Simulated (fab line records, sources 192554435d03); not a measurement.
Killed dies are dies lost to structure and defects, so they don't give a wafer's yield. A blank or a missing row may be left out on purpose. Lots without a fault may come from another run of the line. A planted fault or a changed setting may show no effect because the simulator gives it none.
Chamber matching | flow n5_finfet | N5_BEOL_M0_CUTY_ETCH_63 on rie_diel-03: 4 sister chambers
The step etches SOC in N2/H2, target depth 82.7 nm, overetch 16.5 nm, time 124 s. 4 wafers are shown with their chamber, then 7 later ones without.

WAFERS WITH THEIR CHAMBER
wafer  | chamber | drypump_motor_current_A (A)
L086.2 | 1       | 6.6
L086.4 | 0       | 5.3
L087.1 | 2       | 6.0
L087.5 | 3       | 5.5

WAFERS WITHOUT THEIR CHAMBER
wafer  | drypump_motor_current_A (A)
L087.6 | 5.4
L089.1 | 5.4
L089.3 | 5.5
L089.4 | 6.6
L092.2 | 5.5
L092.4 | 6.6
L092.6 | 5.5

WHICH CHAMBER EACH WENT THROUGH
wafer  | from the rows above     | in truth
L087.6 | can't be placed: 3 or 0 | 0
L089.1 | can't be placed: 3 or 0 | 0
L089.3 | 3                       | 3
L089.4 | 1                       | 1
L092.2 | 3                       | 3
L092.4 | 1                       | 1
L092.6 | 3                       | 3
Placed correctly: 5 of 7. Can't be placed from these rows: 2 (the true chamber is among the candidates in 2). Placed wrongly: 0.
How it was worked out, from the rows above alone: a wafer's distance from a chamber is the root of the sum, over the readings, of the square of ((its reading less the chamber's mean) divided by the reading's scatter). The wafer belongs to the nearest chamber; if the next one is less than 2 further off, it can't be placed. A chamber's mean is the mean of its shown wafers. The scatter: with one shown wafer a chamber, the root of the mean of the squares of how far each hidden wafer lies from its nearest shown one.
